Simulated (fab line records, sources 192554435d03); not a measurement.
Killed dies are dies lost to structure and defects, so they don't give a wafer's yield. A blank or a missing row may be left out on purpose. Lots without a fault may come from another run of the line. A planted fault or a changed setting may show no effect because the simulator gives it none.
fab line records | flow n5_finfet
record lots=9 wafers=27 last_day=18
route steps=1938 shown FIN_SAQP@124 BEOL_M4@1111
lots that met no fault: from a run of the same line without faults
start_h: hours from the record's first day to the start of the lot's first wafer shown | wait_h: hours since the lot's step before | " the same as in the row above | L1.1+2: a row that stands for several wafers | - no value, or no start given | * or withheld: withheld | < > ~ a bound
route shown NAME@n: a module of which the file shows steps, and the number in the route of the first | usual: mean/standard deviation of fault-free wafers | same: alike in all rows | chamber/n: place in a boat | sites: the reading at each site | _std_site: their standard deviation | _edge_site: outer sites' mean less inner sites' | radius_mm: how far each site lies from the wafer's centre | mask NAME#n: copy n | behind: the tool/chamber that last shaped the wafer | hold: why the lot was held/for how many hours/how that ended | device: the transistor (n, p or np) that didn't switch | end of line: the same wafers' tests at the end of the route | a step without rows: its recipe alone | killed: dies lost to structure and defects at the first sort, not the wafer's yield | map: a wafer's dies, x killed, . not, _ none there
set.NAME: the setting as run; set.NAME@STEP: as run at that earlier step | model.NAME: the simulator's own value behind a step, which no gauge read
steps of the route over a sample of lots; a table a step, a row a wafer
services: from which hour (start_h, from the record's first day; less than 0 if before it) a tool's chamber was out of use, for how many hours, and why
## steps
# step N5_FIN_SAQP_RECESS_75
# recipe chemistry=HF/NH3 target=SiO2 target_depth_a=144 afs_cycles=3 temp_c=30 sublimation_temp_c=180 sublimation_time_s=60
# usual drypump_motor_current_A=5.80/0.24
# columns lot.wafer tool chamber start_h wait_h drypump_motor_current_A
L292.3 vapor_etch-01 0 35.24 0.1 5.90
L292.5 " 1 " " 6.04
L292.6 " 0 " " 5.88
L296.1 vapor_etch-01 0 58.48 0.0 5.94
L296.2 " 1 " " 5.99
L296.3 " 0 " " 5.87
L297.1 vapor_etch-02 1 65.34 0.0 5.38
L297.3 " 1 " " 5.38
L297.6 " 0 " " 5.87
L299.3 vapor_etch-01 0 77.29 0.2 5.90
L299.4 " 1 " " 6.03
L299.6 " 0 " " 5.88
L300.1 vapor_etch-01 0 85.73 0.0 5.87
L300.4 " 0 " " 5.88
L300.6 " 0 " " 5.87
L309.2 vapor_etch-02 0 136.79 0.0 5.90
L309.4 " 1 " " 5.36
L309.5 " 1 " " 5.36
L310.3 vapor_etch-01 1 142.47 0.1 6.00
L310.4 " 0 " " 5.93
L310.5 " 0 " " 5.87
L311.2 vapor_etch-02 1 149.54 0.0 5.36
L311.3 " 0 " " 5.89
L311.5 " 0 " " 5.89
L312.2 vapor_etch-02 0 155.88 0.1 5.89
L312.4 " 0 " " 5.89
L312.6 " 0 " " 5.89
# step N5_FIN_SAQP_HM_OPEN_33
# recipe chemistry=CH3F/O2 target=SiNx mask_material=SiO2 target_depth_a=494 time_s=70.6 pressure_mtorr=30 source_w=395 bias_w=73 Ar_flow_sccm=150 CH3F_flow_sccm=30 O2_flow_sccm=20 ion_energy_ev=120 ends=cleared
# usual drypump_motor_current_A=5.7/0.46 etch_rf_on_time_s=69.1/1.3 oes_product_au=0.70/0.066 rf_vpp_V=298/5.9 showerhead_plenum_p_Torr=1.98/0.058 throttle_valve_pct=16.27/0.15
# columns lot.wafer tool chamber start_h wait_h drypump_motor_current_A etch_rf_on_time_s oes_product_au rf_hours_counter_h rf_vpp_V showerhead_plenum_p_Torr throttle_valve_pct
L292.3 rie_diel-04 3 38.23 0.0 5.5 68.4 0.79 12 303 2.07 16.30
L292.5 " 3 " " 5.5 69.4 0.79 - 302 2.07 16.31
L292.6 " 1 " " 5.4 69.4 0.68 - 293 1.93 16.24
L296.1 rie_diel-02 3 61.91 0.1 5.9 67.6 0.70 88 304 2.11 16.01
L296.2 " 1 " " 6.1 69.0 0.68 94 291 1.94 16.37
L296.3 " 0 " " 5.2 70.7 0.62 152 298 2.01 16.40
L297.1 rie_diel-01 1 68.52 0.2 5.0 67.0 0.60 223 294 1.89 16.57
L297.3 " 0 " " 6.2 66.8 0.78 17 290 1.96 16.23
L297.6 " 3 " " 6.2 69.4 0.70 - 304 1.95 16.22
L299.3 rie_diel-04 1 80.63 0.3 5.4 68.5 0.67 112 295 1.92 16.25
L299.4 " 0 " " 6.1 68.4 0.80 10 298 1.97 16.22
L299.6 " 1 " " 5.4 69.1 0.67 - 294 1.92 16.26
L300.1 rie_diel-01 0 89.32 0.0 6.2 66.9 0.77 25 289 1.96 16.25
L300.4 " 3 " " 6.2 69.6 0.69 76 305 1.95 16.21
L300.6 " 3 " " 6.2 70.1 0.70 - 304 1.95 16.23
L309.2 rie_diel-01 2 140.01 0.2 5.6 82.3 0.61 112 305 2.01 16.28
L309.4 " 0 " " 6.2 84.7 0.66 50 289 1.95 16.30
L309.5 " 2 " " 5.6 83.8 0.60 - 302 2.01 16.28
L310.3 rie_diel-01 3 145.75 0.0 6.3 80.1 0.61 102 305 1.94 16.27
L310.4 " 1 " " 5.0 80.7 0.53 244 294 1.88 16.60
L310.5 " 3 " " 6.2 79.9 0.63 - 304 1.94 16.28
L311.2 rie_diel-02 0 152.56 0.0 5.2 69.3 0.60 185 298 2.00 16.47
L311.3 " 1 " " 6.1 68.4 0.65 132 293 1.93 16.44
L311.5 " 0 " " 5.2 72.0 0.60 - 297 2.00 16.47
L312.2 rie_diel-02 3 159.34 0.0 5.9 68.0 0.65 128 305 2.10 16.07
L312.4 " 2 " " 5.7 67.7 0.76 41 285 1.96 16.41
L312.6 " 1 " " 6.1 68.4 0.65 - 293 1.93 16.42
# step N5_FIN_SAQP_STRIP_77
# recipe chemistry=N2/H2 time_s=90 power_w=100 temp_c=40 pressure_mtorr=100 rf_frequency_hz=6e+07 bias_power_w=3 n2_flow_sccm=300 h2_flow_sccm=300
# usual bias_power_w=3.000/0.0081 drypump_motor_current_A=5.7/0.46 oes_product_au=0.83/0.077 rf_vpp_V=45.3/0.79 showerhead_plenum_p_Torr=3.34/0.093 throttle_valve_pct=12.11/0.21
# columns lot.wafer tool chamber start_h wait_h bias_power_w drypump_motor_current_A oes_product_au rf_hours_counter_h rf_vpp_V showerhead_plenum_p_Torr throttle_valve_pct
L292.3 rie_diel-04 3 38.32 0.0 3.003 5.5 0.92 12 45.3 3.42 11.84
L292.5 " 3 " " 3.009 5.5 0.92 - 44.3 3.42 11.86
L292.6 " 1 " " 2.997 5.4 0.81 - 44.7 3.29 12.27
L296.1 rie_diel-02 3 62.00 0.0 3.004 5.9 0.81 88 44.6 3.56 11.85
L296.2 " 1 " " 2.983 6.1 0.81 94 45.8 3.25 12.07
L296.3 " 0 " " 2.984 5.2 0.73 152 45.0 3.38 12.35
L297.1 rie_diel-01 1 68.61 0.0 2.999 5.1 0.70 223 44.7 3.19 12.43
L297.3 " 0 " " 2.997 6.2 0.91 17 44.6 3.30 11.91
L297.6 " 3 " " 2.999 6.2 0.82 - 45.0 3.29 11.99
L299.3 rie_diel-04 1 80.72 0.0 3.011 5.4 0.78 112 45.1 3.29 12.32
L299.4 " 0 " " 3.001 6.2 0.94 10 45.4 3.31 11.90
L299.6 " 1 " " 2.992 5.4 0.79 - 45.4 3.29 12.30
L300.1 rie_diel-01 0 89.41 0.0 3.003 6.2 0.90 25 43.9 3.29 11.94
L300.4 " 3 " " 3.001 6.2 0.82 76 46.2 3.28 12.00
L300.6 " 3 " " 2.999 6.2 0.83 - 45.1 3.28 12.01
L309.2 rie_diel-01 2 140.10 0.0 3.004 5.7 0.79 112 43.9 3.41 12.26
L309.4 " 0 " " 2.998 6.2 0.85 50 43.5 3.28 12.01
L309.5 " 2 " " 2.998 5.7 0.79 - 44.7 3.41 12.28
L310.3 rie_diel-01 3 145.84 0.0 2.995 6.2 0.80 102 43.5 3.27 12.07
L310.4 " 1 " " 2.997 5.1 0.68 244 44.2 3.18 12.48
L310.5 " 3 " " 2.994 6.2 0.80 - 45.5 3.27 12.07
L311.2 rie_diel-02 0 152.65 0.0 3.006 5.2 0.71 185 46.1 3.36 12.40
L311.3 " 1 " " 3.002 6.1 0.77 132 44.7 3.23 12.18
L311.5 " 0 " " 3.008 5.3 0.71 - 45.1 3.36 12.41
L312.2 rie_diel-02 3 159.44 0.0 2.995 5.9 0.78 128 45.2 3.53 11.94
L312.4 " 2 " " 2.989 5.7 0.89 41 45.1 3.32 12.40
L312.6 " 1 " " 3.005 6.2 0.77 - 46.5 3.23 12.18
# step N5_FIN_SAQP_FIN_ETCH_36
# recipe chemistry=HBr/Cl2/O2 target_depth_a=1200 mask_material=SiNx time_s=50.4 bias_w=102 pressure_mtorr=10 icp_w=800 HBr_flow_sccm=150 Cl2_flow_sccm=80 O2_flow_sccm=12
# usual drypump_motor_current_A=5.8/0.51 oes_product_au=0.996/0.019 throttle_valve_pct=35.8/0.35
# columns lot.wafer tool chamber start_h wait_h drypump_motor_current_A oes_product_au rf_hours_counter_h throttle_valve_pct
L292.3 rie_si-06 3 38.51 0.0 6.1 0.992 29 35.7
L292.5 " 1 " " 5.1 0.992 - 35.8
L292.6 " 2 " " 5.1 1.010 - 36.5
L296.1 rie_si-06 0 62.19 0.0 6.6 0.984 11 36.0
L296.2 " 2 " " 5.1 1.012 31 36.5
L296.3 " 1 " " 5.1 1.010 13 35.8
L297.1 rie_si-06 1 68.81 0.0 5.1 0.994 13 35.8
L297.3 " 0 " " 6.6 0.971 11 36.0
L297.6 " 3 " " 6.1 0.993 - 35.7
L299.3 rie_si-04 3 80.92 0.0 5.5 0.984 87 35.3
L299.4 " 0 " " 5.7 0.966 27 36.1
L299.6 " 1 " " 6.1 1.003 - 35.8
L300.1 rie_si-05 1 89.60 0.0 6.1 1.034 108 35.3
L300.4 " 3 " " 6.0 1.026 168 35.9
L300.6 " 0 " " 6.1 0.979 - 36.0
L309.2 rie_si-06 2 140.29 0.0 5.1 1.014 32 36.5
L309.4 " 3 " " 6.1 1.005 31 35.7
L309.5 " 3 " " 6.1 1.000 - 35.7
L310.3 rie_si-05 3 146.03 0.0 6.0 1.023 169 35.9
L310.4 " 0 " " 6.1 0.970 177 36.0
L310.5 " 0 " " 6.1 0.974 - 36.0
L311.2 rie_si-06 3 152.85 0.0 6.1 0.995 31 35.7
L311.3 " 1 " " 5.1 1.003 15 35.8
L311.5 " 1 " " 5.1 1.001 - 35.8
L312.2 rie_si-04 3 159.63 0.0 5.5 0.985 88 35.3
L312.4 " 2 " " 5.3 1.011 11 35.5
L312.6 " 2 " " 5.4 1.013 - 35.5
# step N5_BEOL_M4_RC_MEAS_101
# usual DIBL_N=36.0/2 DIBL_P=36.2/2.2 IOFF_N=0.16/0.034 IOFF_P=0.21/0.04 ION_N=675/12 ION_P=463/7.2 SS_N=71.6/0.6 SS_P=73.3/0.67 VT_N=250/3 VT_P=-251/3.4
# columns lot.wafer tool chamber start_h wait_h DIBL_N[mV/V] DIBL_P[mV/V] IOFF_N[nA/um] IOFF_P[nA/um] ION_N[uA/um] ION_P[uA/um] SS_N[mV/dec] SS_P[mV/dec] VT_N[mV] VT_P[mV]
L292.3 prober-02 0 188.79 0.3 33.9 35.7 0.13 0.18 667 460 71.1 73.1 251 -252
L292.5 " 0 " " 35.8 37.6 0.15 0.19 680 460 71.4 73.6 248 -253
L292.6 " 0 " " 33.0 34.6 0.11 0.16 648 445 71.1 72.9 255 -255
L297.1 prober-01 0 217.68 0.0 38.6 39.9 0.24 0.29 697 474 72.4 74.3 242 -245
L297.3 " 0 " " 36.6 37.6 0.20 0.25 680 462 71.6 73.6 245 -248
L297.6 " 0 " " 37.7 38.0 0.22 0.26 693 470 72.3 73.6 245 -248
L296.1 prober-02 0 217.79 0.0 35.0 36.6 0.15 0.19 669 457 71.6 72.8 250 -255
L296.2 " 0 " " 35.8 36.6 0.16 0.18 675 455 72.2 73.2 249 -254
L296.3 " 0 " " 33.0 33.8 0.13 0.15 671 454 70.9 72.9 252 -257
L299.3 prober-01 0 227.74 0.3 34.5 35.0 0.14 0.21 673 467 70.8 72.9 249 -248
L299.4 " 0 " " 34.3 34.6 0.13 0.20 668 465 70.4 72.5 252 -251
L299.6 " 0 " " 34.4 34.0 0.13 0.18 670 460 71.1 72.6 252 -251
L300.1 prober-02 0 234.64 0.0 35.9 37.2 0.18 0.21 686 464 71.9 73.5 248 -253
L300.4 " 0 " " 36.1 37.2 0.19 0.22 687 464 71.7 73.9 248 -251
L300.6 " 0 " " 36.6 37.4 0.19 0.22 688 462 72.1 73.7 248 -252
L309.2 prober-02 0 275.28 0.2 35.3 36.7 0.16 0.24 681 470 71.8 73.5 248 -247
L309.4 " 0 " " 39.6 39.8 0.24 0.31 696 475 73.1 74.0 248 -246
L309.5 " 0 " " 34.0 33.5 0.14 0.20 660 460 71.3 72.9 251 -250
L310.3 prober-02 0 309.24 0.3 38.0 38.2 0.18 0.23 675 462 71.4 74.1 250 -248
L310.4 " 0 " " 38.9 39.1 0.20 0.27 683 470 72.0 74.2 248 -247
L310.5 " 0 " " 38.2 38.4 0.18 0.23 682 469 72.5 74.7 248 -247
L312.2 prober-01 0 311.77 0.2 39.8 39.3 0.24 0.29 696 470 72.4 74.2 243 -246
L312.4 " 0 " " 35.9 36.6 0.17 0.23 690 464 71.0 72.5 247 -247
L312.6 " 0 " " 35.3 35.1 0.15 0.21 669 467 71.4 72.7 251 -252
L311.2 prober-02 0 314.82 0.2 36.8 36.9 0.16 0.20 672 463 71.1 73.5 249 -253
L311.3 " 0 " " 38.6 37.4 0.20 0.21 692 465 71.9 73.9 247 -251
L311.5 " 0 " " 34.2 32.8 0.13 0.16 664 452 71.2 71.9 252 -254
## services
# columns tool chamber start_h hours kind
rie_diel-04 0 32.93 - clean
rie_diel-04 0 32.93 - consumable_replace:focus_ring
rie_diel-04 0 32.93 19.4 scheduled_down
rie_diel-04 0 32.93 19.4 vent_cycle
rie_si-06 0 37.17 6.6 repair
rie_diel-02 2 41.32 - clean
rie_diel-02 2 41.32 - consumable_replace:focus_ring
rie_diel-02 2 41.32 22.0 scheduled_down
rie_diel-02 2 41.32 22.0 vent_cycle
vapor_etch-02 - 57.66 0.5 repair
rie_diel-04 3 58.26 5.1 repair
rie_diel-01 0 61.42 4.9 repair
rie_diel-02 - 63.20 0.4 repair
rie_si-06 - 70.69 2.8 pm
rie_diel-04 2 85.92 7.1 repair
rie_si-04 3 86.45 2.3 repair
rie_diel-01 0 90.34 2.5 repair
rie_diel-04 - 93.97 28.1 pm
vapor_etch-01 0 112.75 10.5 repair
rie_diel-01 3 123.27 6.5 repair
rie_diel-02 0 128.23 12.0 repair
rie_diel-04 - 131.45 0.3 repair
## key
first_sign step=N5_FIN_SAQP_HM_OPEN_33 reading=etch_rf_on_time_s direction=up sigmas=9.7 usual=* struck=*
effect step=N5_FIN_SAQP_HM_OPEN_33 reading=oes_product_au direction=down sigmas=1.5 usual=0.70 struck=0.61
met_at N5_FIN_SAQP_HM_OPEN_33
struck_lots L309,L310
not_acting_at N5_FIN_SAQP_RECESS_75,N5_FIN_SAQP_STRIP_77,N5_FIN_SAQP_FIN_ETCH_36
onset_between 89.32 140.01
fault kind=process_parameter_drift tool=rie_diel-01 chamber=- onset_h=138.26 steps=N5_FIN_SAQP_HM_OPEN_33 channel=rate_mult offset=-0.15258 shape=step end_h=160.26
